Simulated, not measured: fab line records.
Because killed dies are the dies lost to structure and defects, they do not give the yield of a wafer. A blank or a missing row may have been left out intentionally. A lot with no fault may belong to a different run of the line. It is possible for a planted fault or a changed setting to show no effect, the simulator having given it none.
Matching of chambers -- flow nand_harc -- rie_diel-05 running NHARC_P_M0_STRIP_18: 4 sister chambers
The step strips in N2/H2. 4 wafers are shown with their chamber, then 8 later ones without.

## WAFERS PAIRED WITH THEIR CHAMBERS
wafer,chamber,showerhead_plenum_p_Torr (Torr)
L079.5,1,2.04
L087.3,2,1.92
L087.5,3,2.13
L093.3,0,2.02

## WAFERS MISSING THEIR CHAMBER
wafer,showerhead_plenum_p_Torr (Torr)
L093.5,1.91
L093.6,2.04
L095.2,2.04
L095.4,2.02
L095.5,2.02
L097.3,2.04
L097.4,2.02
L097.6,2.04

## WHICH CHAMBER EACH ONE RAN IN
wafer,from the rows above,in truth
L093.5,2,2
L093.6,1,1
L095.2,1,1
L095.4,0,0
L095.5,0,0
L097.3,1,1
L097.4,0,0
L097.6,1,1
8 of 8 placed correctly. Left unplaced by these rows: 0. 0 placed wrongly.
How it was worked out, from the rows above alone: a wafer's distance from a chamber is the root of the sum, over the readings, of the square of ((its reading less the chamber's mean) divided by the reading's scatter). The wafer belongs to the nearest chamber; if the next one is less than 2 further off, it can't be placed. The mean given for a chamber averages the wafers shown for that chamber. The scatter: with one shown wafer a chamber, the root of the mean of the squares of how far each hidden wafer lies from its nearest shown one.
